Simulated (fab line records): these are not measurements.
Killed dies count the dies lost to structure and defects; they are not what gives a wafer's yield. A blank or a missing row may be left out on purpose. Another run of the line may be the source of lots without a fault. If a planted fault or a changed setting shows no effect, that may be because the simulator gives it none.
fab line records | flow n5Finfet
[record] lots = 7 wafers = 39
route steps=1938 shown BEOL_M8@1377 BEOL_M11@1592 PASSIVATION@1929
startH: hours from the record's opening day to when the first of the lot's shown wafers began | waitH: hours from the lot's prior step to this one | " repeats the value in the row above | L1.1+2: several wafers, shown together as one row | - no value, or no start was given | * or withheld: withheld | < > ~ a bound
route shown NAME@n: a module of which the file shows steps, and the number in the route of the first | usual: average and standard deviation across the fault-free wafers | same: alike in all rows | chamber/n: place in a boat | sites: the reading at each site | _std_site: their standard deviation | _edge_site: outer sites' mean less inner sites' | radiusMm: how far each site lies from the wafer's centre | mask NAME#n: copy n | behind: the last tool/chamber to shape the wafer | hold: the reason the lot was held/the length of the hold in hours/how it ended | device: transistor that didn't switch, given as n, p or np | end of line: the route-end tests of the same wafers | step lacking rows: just its recipe | killed: at the first sort, the dies lost to defects and structure; wafer yield is something else | map: per-die view of a wafer (x killed, . not killed, _ where there is no die)
set.NAME: the run value of the setting; set.NAME@STEP: its run value at that earlier step | model.NAME: the simulator's own value behind a step, which no gauge read
lots where settings were altered on purpose, with a table for each step and a row for each wafer
[[steps]]
[step N5_BEOL_M8_TRENCH_ETCH_37]
[recipe] chemistry = C4F6/O2 targetDepthA = 934.78 target = SiCOH_lowk timeS = 31.2 ionEnergyEv = 250 pressureMtorr = 30 sourceW = 345 biasW = 185 Ar_flow_sccm = 300 C4F6_flow_sccm = 10 O2_flow_sccm = 10
// columns lot.wafer tool chamber startH waitH set.timeS model.BEOL_M8.featureDepthNm model.etch.depthNm model.TiN_of_BEOL_M8_HM_DEP_02.thkNm
L076.1 rieDiel-03 0 - - 44.3 133.8 133.8 16.2
L076.2 " 1 " " 31.2 95.2 95.19 17.4
L076.3 " 3 " " 44.3 131 131 16.4
L076.4 " 2 " " 31.2 97 96.99 17.4
L076.5 " 2 " " 31.2 96.2 96.3 17.4
L076.6 " 1 " " 44.3 134.4 134.4 16.4
L077.1 rieDiel-04 1 - - 31.2 94.6 94.69 17.4
L077.2 " 2 " " 31.2 96.8 96.74 17.4
L077.3 " 0 " " 49.51 145.8 145.7 16
L077.4 " 3 " " 31.2 91.8 91.89 17.8
L077.5 " 3 " " 49.51 145.8 145.7 16.2
L077.6 " 2 " " 49.51 153.6 153.6 15.8
L084.1 rieDiel-05 3 - - 38.89 117.8 117.8 16.6
L084.2 " 2 " " 38.89 120.4 120.5 16.6
L084.3 " 1 " " 31.2 90.6 90.55 17
L084.4 " 0 " " 31.2 94 94.08 17.2
L084.5 " 1 " " 38.89 114 113.9 16.6
L084.6 " 0 " " 31.2 93.6 93.69 17.6
L085.1 rieDiel-05 0 - - 31.2 94.8 94.89 17.4
L085.2 " 3 " " 17.71 54.4 54.38 18.6
L085.3 " 1 " " 17.71 52 51.93 18.6
L085.4 " 2 " " 17.71 55 55.09 18.4
L085.5 " 1 " " 31.2 91.2 91.2 17.6
L085.6 " 0 " " 31.2 94.2 94.21 17.4
L086.2 rieDiel-05 2 - - 31.2 96.6 96.64 17.8
L086.3 " 3 " " 31.2 94.4 94.37 17.8
L086.4 " 1 " " 31.2 91.2 91.12 17.8
L089.1 rieDiel-03 2 - - 48.11 151 150.9 15.6
L089.2 " 1 " " 48.11 149.6 149.7 15.8
L089.3 " 0 " " 48.11 145.8 145.8 15.8
L089.4 " 3 " " 31.2 94.4 94.39 17.2
L089.5 " 3 " " 31.2 94.6 94.52 17
L089.6 " 0 " " 31.2 95.2 95.1 17.6
L091.1 rieDiel-05 1 - - 31.2 91.4 91.35 17.4
L091.2 " 2 " " 16.8 51.6 51.62 18.4
L091.3 " 0 " " 16.8 50.4 50.44 18.4
L091.4 " 3 " " 31.2 94.4 94.42 17.6
L091.5 " 3 " " 16.8 51.4 51.32 18.6
L091.6 " 0 " " 31.2 93.8 93.71 17.2
[step N5_BEOL_M8_ETCH_41]
[recipe] chemistry = CH3F/O2 target = SiCN targetDepthA = 319 taperDeg = 2 timeS = 57.8 ionEnergyEv = 120 maskMaterial = TiN pressureMtorr = 30 sourceW = 395 biasW = 75 Ar_flow_sccm = 150 CH3F_flow_sccm = 30 O2_flow_sccm = 20
[step N5_BEOL_M8_STRIP_80]
[recipe] chemistry = N2/H2 timeS = 10 powerW = 450 tempC = 40 pressureMtorr = 20 rfFrequencyHz = 6e+07 biasPowerW = 7 n2FlowSccm = 200 h2FlowSccm = 200
[step N5_BEOL_M8_OCD_MEAS_38]
[usual] trenchDepthNm = 94.2/2
// columns lot.wafer tool chamber startH waitH set.timeS@BEOL_M8_TRENCH_ETCH_37 trenchDepthNm
L076.1 ocd-01 - 240.63 - 44.3 133.8
L076.2 " - " " 31.2 95.2
L076.3 " - " " 44.3 131.0
L076.4 " - " " 31.2 96.5
L076.5 " - " " 31.2 96.4
L076.6 " - " " 44.3 134.6
L077.1 ocd-01 - 244.23 - 31.2 94.9
L077.2 " - " " 31.2 96.8
L077.3 " - " " 49.51 145.5
L077.4 " - " " 31.2 92.2
L077.5 " - " " 49.51 145.6
L077.6 " - " " 49.51 153.6
L084.1 ocd-01 - 284.84 - 38.89 117.8
L084.2 " - " " 38.89 120.8
L084.3 " - " " 31.2 90.8
L084.4 " - " " 31.2 94.0
L084.5 " - " " 38.89 114.0
L084.6 " - " " 31.2 93.0
L085.1 ocd-01 - 301.73 - 31.2 94.9
L085.2 " - " " 17.71 54.4
L085.3 " - " " 17.71 52.0
L085.4 " - " " 17.71 54.8
L085.5 " - " " 31.2 91.3
L085.6 " - " " 31.2 94.7
L086.2 ocd-01 - 312.98 - 31.2 96.7
L086.3 " - " " 31.2 94.1
L086.4 " - " " 31.2 91.0
L089.1 ocd-01 - 317.96 - 48.11 150.9
L089.2 " - " " 48.11 149.5
L089.3 " - " " 48.11 145.9
L089.4 " - " " 31.2 94.9
L089.5 " - " " 31.2 94.5
L089.6 " - " " 31.2 95.4
L091.1 ocd-01 - 320.76 - 31.2 91.7
L091.2 " - " " 16.8 51.6
L091.3 " - " " 16.8 50.2
L091.4 " - " " 31.2 94.7
L091.5 " - " " 16.8 51.1
L091.6 " - " " 31.2 93.7
[step N5_BEOL_M8_HM_STRIP_39]
[recipe] chemistry = peroxideTinStrip material = TiN targetDepthA = 250 tempC = 50 timeS = 158
[step N5_BEOL_M8_SRD_40]
[recipe] timeS = 30 tempC = 23 rinseLiquid = diw dry = ipaMarangoni
[step N5_BEOL_M8_ECD_50]
[recipe] material = Cu targetThkA = 3000
[step N5_BEOL_M8_ANNEAL_51]
[recipe] tempC = 225 timeS = 90 ambient = N2
[step N5_BEOL_M8_CMP_52]
[recipe] stopOn = SiCOH_lowk tOverpolishS = 6.9 downForcePsi = 1 platenRpm = 50 clearingPlatenDownForcePsi = 1.5 clearingPlatenRpm = 50 postCmpClean = cuAlkaline targetThkNm = 80 clearingPlatenPadVelocityMS = 0.99484 padVelocityMS = 0.99484
// columns lot.wafer tool chamber startH waitH set.timeS@BEOL_M8_TRENCH_ETCH_37 model.Cu_of_BEOL_M8_ECD_50.thkNm
L076.2 cmp-04 0 243.76 0.3 31.2 81.6
L076.3 " 1 " " 44.3 116
L076.4+5 " 2,1 " " 31.2 83.4
L076.1 " 3 " " 44.3 119.2
L076.6 " 0 " " 44.3 119
L077.2 cmp-02 2 247.68 0.2 31.2 83.8
L077.1 " 3 " " 31.2 83.4
L077.3 " 0 " " 49.51 133
L077.4 " 1 " " 31.2 78.8
L077.6 " 2 " " 49.51 140.2
L077.5 " 3 " " 49.51 133.6
L084.1 cmp-01 2 288.71 0.3 38.89 105.8
L084.3 " 3 " " 31.2 76
L084.4 " 0 " " 31.2 81.6
L084.2 " 1 " " 38.89 107.4
L084.5 " 2 " " 38.89 103.6
L084.6 " 3 " " 31.2 79
L085.1 cmp-02 0 303.77 0.3 31.2 82
L085.3 " 1 " " 17.71 39.2
L085.4+2 " 2,3 " " 17.71 40.4
L085.5 " 0 " " 31.2 77.4
L085.6 " 1 " " 31.2 81.6
L086.3 cmp-01 3 315.03 0.2 31.2 79.8
L086.4 " 0 " " 31.2 78.8
L086.2 " 1 " " 31.2 84.2
L089.3 cmp-04 0 319.66 0.2 48.11 132
L089.2 " 1 " " 48.11 137
L089.1 " 2 " " 48.11 137.4
L089.4 " 3 " " 31.2 80.6
L089.5 " 0 " " 31.2 81.2
L089.6 " 1 " " 31.2 81.8
L091.4 cmp-02 1 324.26 0.1 31.2 81.6
L091.2 " 2 " " 16.8 37.2
L091.3 " 3 " " 16.8 36.6
L091.1 " 0 " " 31.2 77.2
L091.5 " 1 " " 16.8 39
L091.6 " 2 " " 31.2 79.2
[step N5_BEOL_M8_THK_MEAS_53]
[recipe] thkMeasGauge = xrf reads = Cu_of_BEOL_M8_ECD_50
[usual] M8_THK = 83.1/2.3
// columns lot.wafer tool chamber startH waitH set.timeS@BEOL_M8_TRENCH_ETCH_37 M8_THK[nm]
L076.1 filmMetro-02 - 244.06 - 44.3 124.1
L076.2 " - " " 31.2 84.4
L076.3 " - " " 44.3 120.1
L076.4 " - " " 31.2 86.2
L076.5 " - " " 31.2 86.0
L076.6 " - " " 44.3 123.3
L077.1 filmMetro-02 - 247.97 - 31.2 86.2
L077.2 " - " " 31.2 87.6
L077.3 " - " " 49.51 137.9
L077.4 " - " " 31.2 81.7
L077.5 " - " " 49.51 138.8
L077.6 " - " " 49.51 145.9
L084.1 filmMetro-02 - 289.00 - 38.89 109.1
L084.2 " - " " 38.89 110.9
L084.3 " - " " 31.2 78.5
L084.4 " - " " 31.2 84.0
L084.5 " - " " 38.89 106.6
L084.6 " - " " 31.2 81.5
L085.1 filmMetro-01 - 304.06 - 31.2 84.2
L085.2 " - " " 17.71 41.6
L085.3 " - " " 17.71 40.1
L085.4 " - " " 17.71 41.7
L085.5 " - " " 31.2 79.6
L085.6 " - " " 31.2 83.9
L086.2 filmMetro-02 - 315.29 - 31.2 86.7
L086.3 " - " " 31.2 82.6
L086.4 " - " " 31.2 81.1
L089.1 filmMetro-01 - 319.95 - 48.11 142.0
L089.2 " - " " 48.11 141.8
L089.3 " - " " 48.11 136.5
L089.4 " - " " 31.2 83.6
L089.5 " - " " 31.2 83.7
L089.6 " - " " 31.2 84.6
L091.1 filmMetro-02 - 324.55 - 31.2 79.5
L091.2 " - " " 16.8 38.1
L091.3 " - " " 16.8 37.7
L091.4 " - " " 31.2 83.5
L091.5 " - " " 16.8 40.1
L091.6 " - " " 31.2 80.9
[step N5_BEOL_M8_PRE_CLEAN_55]
[recipe] gas = NH3 timeS = 15 tempC = withheld rfPowerW = 300
[step N5_BEOL_M8_DEP_56]
[recipe] material = SiCN targetThkA = 100 tempC = withheld precursor = 3MS/NH3 pressureTorr = 3 rfW = 202 timeS = 17.5
[step N5_BEOL_M8_RS_MEAS_57]
[recipe] thkMeasGauge = four-point-probe reads = Cu_of_BEOL_M8_ECD_50+Co_of_BEOL_M8_CVD_78+TaN_of_BEOL_M8_ALD_77
[usual] M8_RS = 0.284/0.0092
// columns lot.wafer tool chamber startH waitH set.timeS@BEOL_M8_TRENCH_ETCH_37 M8_RS[ohm/sq]
L076.1 filmMetro-02 - 244.19 0.1 44.3 0.181
L076.2 " - " " 31.2 0.280
L076.3 " - " " 44.3 0.187
L076.4 " - " " 31.2 0.272
L076.5 " - " " 31.2 0.272
L076.6 " - " " 44.3 0.181
L077.1 filmMetro-01 - 248.10 0.1 31.2 0.272
L077.2 " - " " 31.2 0.270
L077.3 " - " " 49.51 0.160
L077.4 " - " " 31.2 0.292
L077.5 " - " " 49.51 0.159
L077.6 " - " " 49.51 0.151
L084.1 filmMetro-02 - 289.13 0.1 38.89 0.207
L084.2 " - " " 38.89 0.204
L084.3 " - " " 31.2 0.304
L084.4 " - " " 31.2 0.279
L084.5 " - " " 38.89 0.212
L084.6 " - " " 31.2 0.290
L085.1 filmMetro-01 - 304.19 0.1 31.2 0.278
L085.2 " - " " 17.71 0.662
L085.3 " - " " 17.71 0.691
L085.4 " - " " 17.71 0.662
L085.5 " - " " 31.2 0.297
L085.6 " - " " 31.2 0.279
L086.2 filmMetro-02 - 315.42 0.1 31.2 0.269
L086.3 " - " " 31.2 0.288
L086.4 " - " " 31.2 0.292
L089.1 filmMetro-02 - 320.09 0.1 48.11 0.155
L089.2 " - " " 48.11 0.155
L089.3 " - " " 48.11 0.162
L089.4 " - " " 31.2 0.284
L089.5 " - " " 31.2 0.281
L089.6 " - " " 31.2 0.279
L091.1 filmMetro-01 - 324.68 0.1 31.2 0.299
L091.2 " - " " 16.8 0.739
L091.3 " - " " 16.8 0.755
L091.4 " - " " 31.2 0.280
L091.5 " - " " 16.8 0.698
L091.6 " - " " 31.2 0.289
[step N5_BEOL_M11_CVD_75]
[recipe] material = Co targetThkA = 20 tempC = withheld precursor = CCTBA/H2 pressureTorr = 30 timeS = 138.9
// columns lot.wafer tool chamber startH waitH set.targetThkA model.Co_of_BEOL_M11_CVD_75.thkNm
L076.1+3 cvdCo-01 1,2 265.44 0.0 20 2
L076.2 " 0 " " 30.82 3.2
L076.4+6 " 2,1 " " 30.82 3
L076.5 " 0 " " 20 2.2
L077.1+3+6 cvdCo-01 0,2,0 272.68 0.0 20 2
L077.2+4 " 1,2 " " 8.911 0.8
L077.5 " 1 " " 8.911 1
L084.1+4 cvdCo-02 1 312.31 0.2 13.42 1.4
L084.2+5 " 2,0 " " 20 1.8
L084.3 " 0 " " 13.42 1.2
L084.6 " 2 " " 20 2
L085.1+2 cvdCo-02 2,0 327.19 0.3 15.64 1.6
L085.3 " 0 " " 20 2
L085.4+5 " 2,0 " " 20 1.8
L085.6 " 2 " " 15.64 1.4
L086.2+3 cvdCo-02 1,0 341.71 0.1 20 2
L086.4 " 1 " " 20 1.8
L089.1+5 cvdCo-01 0,2 346.41 0.1 12.42 1.2
L089.2+3+6 " 2,0,0 " " 20 2
L089.4 " 2 " " 12.42 1.4
L091.1+5 cvdCo-02 0 351.63 0.1 20 1.8
L091.2+3+4 " 1,2,2 " " 25.95 2.4
L091.6 " 1 " " 20 2
[step N5_PASSIVATION_PASS_ETCH_47]
[recipe] chemistry = CF4/O2 target = SiNx targetDepthA = 7700 timeS = 385 ionEnergyEv = 100 pressureMtorr = 40 sourceW = 535 biasW = 49 Ar_flow_sccm = 100 cf4FlowSccm = 100 O2_flow_sccm = 10
// columns lot.wafer tool chamber startH waitH set.timeS model.etch.depthNm
L076.1 rieDiel-04 0 310.40 0.0 304.6 603.7
L076.2 " 1 " " 304.6 619.2
L076.3 " 3 " " 385 759.3
L076.4 " 2 " " 304.6 632
L076.5 " 0 " " 385 761.6
L076.6 " 1 " " 385 783.1
L077.1 rieDiel-04 2 314.53 0.0 385 795.7
L077.2 " 1 " " 177.2 355.2
L077.3 " 0 " " 385 760.8
L077.4 " 3 " " 177.2 347.4
L077.5 " 0 " " 385 757
L077.6 " 3 " " 177.2 350.4
L084.1 rieDiel-05 2 354.19 0.0 385 795.5
L084.2 " 3 " " 385 786.2
L084.3 " 0 " " 385 776.7
L084.4 " 1 " " 385 751.8
L084.5 " 0 " " 385 775.8
L084.6 " 3 " " 385 787.7
L085.1 rieDiel-05 2 365.31 0.0 507.1 1052
L085.2 " 0 " " 507.1 1016
L085.3 " 3 " " 507.1 1025
L085.4 " 2 " " 385 802.2
L085.5 " 0 " " 385 769
L085.6 " 3 " " 385 778.6
L086.2 rieDiel-04 0 378.00 0.0 385 786.1
L086.3 " 2 " " 385 791
L086.4 " 1 " " 385 771.2
L089.1 rieDiel-04 1 382.13 0.0 385 775.1
L089.2 " 2 " " 550.1 1123
L089.3 " 3 " " 385 745
L089.4 " 0 " " 550.1 1132
L089.5 " 1 " " 550.1 1110
L089.6 " 2 " " 385 790.4
L091.1 rieDiel-05 0 396.29 0.0 385 770.6
L091.2 " 2 " " 385 804.6
L091.3 " 3 " " 385 784.1
L091.4 " 1 " " 385 826.5
L091.5 " 3 " " 385 785.9
L091.6 " 2 " " 385 806.8
[[key]]
[split] step = N5_BEOL_M8_TRENCH_ETCH_37 setting = timeS stated = 31.2 by = wafer
[response] step = N5_BEOL_M8_TRENCH_ETCH_37 reading = model.BEOL_M8.featureDepthNm change = +0.934 per = 1% r = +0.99
[response] step = N5_BEOL_M8_TRENCH_ETCH_37 reading = model.etch.depthNm change = +0.934 per = 1% r = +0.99
[response] step = N5_BEOL_M8_TRENCH_ETCH_37 reading = model.TiN_of_BEOL_M8_HM_DEP_02.thkNm change = -0.0259 per = 1% r = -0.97
[response] step = N5_BEOL_M8_OCD_MEAS_38 reading = trenchDepthNm change = +0.934 per = 1% r = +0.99
[response] step = N5_BEOL_M8_CMP_52 reading = model.Cu_of_BEOL_M8_ECD_50.thkNm change = +0.933 per = 1% r = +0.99
[response] step = N5_BEOL_M8_THK_MEAS_53 reading = M8_THK change = +0.965 per = 1% r = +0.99
[response] step = N5_BEOL_M8_RS_MEAS_57 reading = M8_RS shape = bent atLowest = 0.731 atStated = 0.283 atHighest = 0.157
[split] step = N5_BEOL_M11_CVD_75 setting = targetThkA stated = 20 by = wafer
[response] step = N5_BEOL_M11_CVD_75 reading = model.Co_of_BEOL_M11_CVD_75.thkNm change = +0.0188 per = 1% r = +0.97
[split] step = N5_PASSIVATION_PASS_ETCH_47 setting = timeS stated = 385 by = wafer
[response] step = N5_PASSIVATION_PASS_ETCH_47 reading = model.etch.depthNm change = +7.87 per = 1% r = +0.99
